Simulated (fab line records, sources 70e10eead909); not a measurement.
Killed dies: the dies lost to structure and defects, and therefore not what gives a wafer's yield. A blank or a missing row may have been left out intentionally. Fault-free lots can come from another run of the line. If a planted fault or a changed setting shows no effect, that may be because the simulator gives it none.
A struck lot beside a sound one :: flow nand-harc :: 15 out of 1302 route steps
Sound: wafers L831.2, L831.5, L831.6. Struck: wafers L843.3, L843.6. Last of all comes the cause.
At each step with rows: each side's tool, then ch and its chambers, then its first start. Under that, the readings that differ: sound wafers :: struck wafers :: difference of the means :: sigmas: that difference in standard deviations of wafers without a fault.
alike: same words and numbers on both sides, and readings whose means sit less than 2 such deviations apart. not compared: any withheld reading, any reading some wafer has no value for, any bound like >300 that may hide the same value, and any number with overlapping values for which the record gives no deviation.
Wherever a step has rows on one side only, a row that says differs or no value, or a row with sigmas, the two part there. Numbers that have no deviation but don't overlap get no sigmas and don't part them. A reading missing from all wafers of one side parts the sides only when that side holds two or more wafers.

NHARC_A_CHANNEL_HOLE_D1_CD_MEAS_30:
  struck on cd-sem-01, day 13 14:51; sound on cd-sem-02, day 8 14:28
  alike: cd-nm
NHARC_A_CHANNEL_HOLE_D1_XSEM_31:
  sound on xsem-02 ch 0, day 8 14:34; struck on xsem-01 ch 0, day 13 14:56
  alike: bot-cd-nm, bow-nm, tilt-deg
NHARC_A_CHANNEL_HOLE_D1_INSPECT_40:
  struck on defect-inspect-02, day 13 15:02; sound on defect-inspect-02, day 8 14:40
  alike: raw-defect-count
then, 2 steps without rows for these wafers: NHARC_A_CHANNEL_FILL_D1_PRECLEAN_00 (cleans in SC1); NHARC_A_CHANNEL_FILL_D1_SRD_01.
NHARC_A_CHANNEL_FILL_D1_ALD_02: deposits SiO2, target thk 6 nm, pulse time 10 s, ald cycles 60.
  sound on ald-hk-03 ch 0,3, day 8 14:55; struck on ald-hk-03 ch 2, day 13 17:51
  alike: heater-power-w, precursor-pulse-height-rel
then, 1 step without rows for these wafers: NHARC_A_CHANNEL_FILL_D1_ALD_03 (deposits SiNx, target thk 6 nm, pulse time 60 s, ald cycles 58).
NHARC_A_CHANNEL_FILL_D1_ALD_14: deposits SiO2, target thk 2.5 nm, pulse time 10 s, ald cycles 25.
  sound on ald-hk-01 ch 1,2,3, day 8 21:59; struck on ald-hk-03 ch 0,1, day 14 00:49
  alike: heater-power-w, precursor-pulse-height-rel
NHARC_A_CHANNEL_FILL_D1_ALD_15: deposits SiNx, target thk 2 nm, pulse time 60 s, ald cycles 19.
  sound: ald-sin-batch-02 ch 0; struck: ald-sin-batch-03 ch 0
  alike: precursor-pulse-height-rel
NHARC_A_CHANNEL_FILL_D1_ALD_16: deposits SiO2, target thk 1.5 nm, pulse time 10 s, ald cycles 15.
  sound on ald-hk-01 ch 0,3, day 9 03:30; struck on ald-hk-01 ch 0,1, day 14 05:59
  alike: heater-power-w, precursor-pulse-height-rel
then, 2 steps without rows for these wafers: NHARC_A_CHANNEL_FILL_D1_ANNEAL_17 (time 1800 s); NHARC_A_CHANNEL_FILL_D1_CVD_18 (deposits poly-Si, target thk 3 nm).
NHARC_A_CHANNEL_FILL_D1_ETCHBACK_19: etches the open film in HBr/Cl2, target depth 5 nm, time 1.7 s.
  sound on rie-si-06 ch 2,3, day 9 15:20; struck on rie-si-06 ch 0,1, day 14 17:54
reading: oes-product-au (a.u.)
sound: 0.998 1.003 1.023
struck: 1.207 1.200
difference: +0.196
sigmas: +21
  alike: drypump-motor-current-A, mfc-cl2-sccm, rf-fwd-power-W, throttle-valve-pct
  not compared: rf-hours-counter-h
then, 1 step without rows for these wafers: NHARC_A_CHANNEL_FILL_D1_ETCHBACK_20 (etches the open film in C4F8/O2/Ar, target depth 27 nm, time 13.5 s).
-- the record jumps here: 15 days lie between the struck wafers' starts before and after (it left off in module A_CHANNEL_FILL_D1 and takes up again in module END, whose first step shown is number 1302 of the route) --
NHARC_END_SORT_01:
  at this point the record logs the struck wafers (prober-01 ch 0, day 29 16:32) and has no rows for the sound ones

== WHERE THEY PART ==
Last at NHARC_END_SORT_01 as far as this record goes, first at NHARC_A_CHANNEL_FILL_D1_ETCHBACK_19.

WHY: what the simulator had put in
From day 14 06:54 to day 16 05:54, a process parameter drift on rie-si-06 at NHARC_A_CHANNEL_FILL_D1_ETCHBACK_19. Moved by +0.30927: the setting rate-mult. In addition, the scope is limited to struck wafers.
